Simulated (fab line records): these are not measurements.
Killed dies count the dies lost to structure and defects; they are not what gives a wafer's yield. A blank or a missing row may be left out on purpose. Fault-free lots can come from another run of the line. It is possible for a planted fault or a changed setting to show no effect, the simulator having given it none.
Chamber matching ; flow n5_finfet ; N5_BEOL_M11_STRIP_67 on rie_diel-03 has 4 sister chambers
The step strips in CF4. 4 wafers are shown with their chamber, then 9 later ones without.

WAFERS WITH THEIR CHAMBER
wafer;chamber;showerhead_plenum_p_Torr (Torr)
L079.1;2;1.82
L086.1;3;1.84
L091.5;1;1.75
L091.6;0;1.73

WAFERS MISSING THEIR CHAMBER
wafer;showerhead_plenum_p_Torr (Torr)
L093.3;1.81
L093.5;1.84
L093.6;1.72
L094.1;1.82
L094.3;1.72
L094.5;1.72
L095.3;1.75
L095.4;1.81
L095.5;1.81

EACH ONE'S CHAMBER
wafer;from the rows above;in truth
L093.3;2;2
L093.5;3;3
L093.6;0;0
L094.1;2;2
L094.3;0;0
L094.5;0;0
L095.3;1;1
L095.4;2;2
L095.5;2;2
Placed correctly: 9 of 9. Not placeable from these rows: 0. 0 placed wrongly.
How it was worked out, from the rows above alone: a wafer's distance from a chamber is the root of the sum, over the readings, of the square of ((its reading less the chamber's mean) divided by the reading's scatter). If the next closest chamber is less than 2 further off than the closest, the wafer can't be placed; otherwise it belongs to the closest. The mean given for a chamber averages the wafers shown for that chamber. The scatter (one wafer shown for each chamber): square how far every hidden wafer sits from the nearest shown wafer, average those squares and take the square root.
